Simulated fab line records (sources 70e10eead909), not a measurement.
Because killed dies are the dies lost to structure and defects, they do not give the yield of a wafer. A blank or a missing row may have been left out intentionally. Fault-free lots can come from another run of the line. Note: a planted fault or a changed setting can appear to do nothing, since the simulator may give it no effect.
Matching of chambers | flow nand_harc | 4 sister chambers for NHARC_A_STAIRCASE_ETCH_201 on rie_diel-03
The step etches the open film in C4F8/O2, target depth 100 nm, time 40.5 s. 4 wafers are shown with their chamber, then 7 later ones without.

WAFERS, EACH WITH ITS CHAMBER
wafer  | chamber | rf_vpp_V (V)
L808.2 | 1       | 887
L808.6 | 3       | 888
L811.2 | 0       | 889
L811.4 | 2       | 904

WAFERS WHOSE CHAMBER IS MISSING
wafer  | rf_vpp_V (V)
L811.5 | 906
L812.1 | 892
L812.2 | 887
L812.5 | 903
L813.2 | 905
L813.3 | 891
L813.5 | 891

CHAMBER TAKEN BY EACH
wafer  | from the rows above          | in truth
L811.5 | 2                            | 2
L812.1 | can't be placed: 0 or 3 or 1 | 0
L812.2 | can't be placed: 1 or 3 or 0 | 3
L812.5 | 2                            | 2
L813.2 | 2                            | 2
L813.3 | can't be placed: 0 or 3 or 1 | 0
L813.5 | can't be placed: 0 or 3 or 1 | 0
3 of 7 placed correctly. These rows do not allow placing 4 (true chamber among the candidates in 4). Wrongly placed: 0.
How it was worked out, from the rows above alone: a wafer's distance from a chamber is the root of the sum, over the readings, of the square of ((its reading less the chamber's mean) divided by the reading's scatter). If the next closest chamber is less than 2 further off than the closest, the wafer can't be placed; otherwise it belongs to the closest. Each chamber's mean is taken over the wafers shown for it. The scatter: root of mean squared gap, hidden wafer to nearest shown wafer, with one shown wafer a chamber.
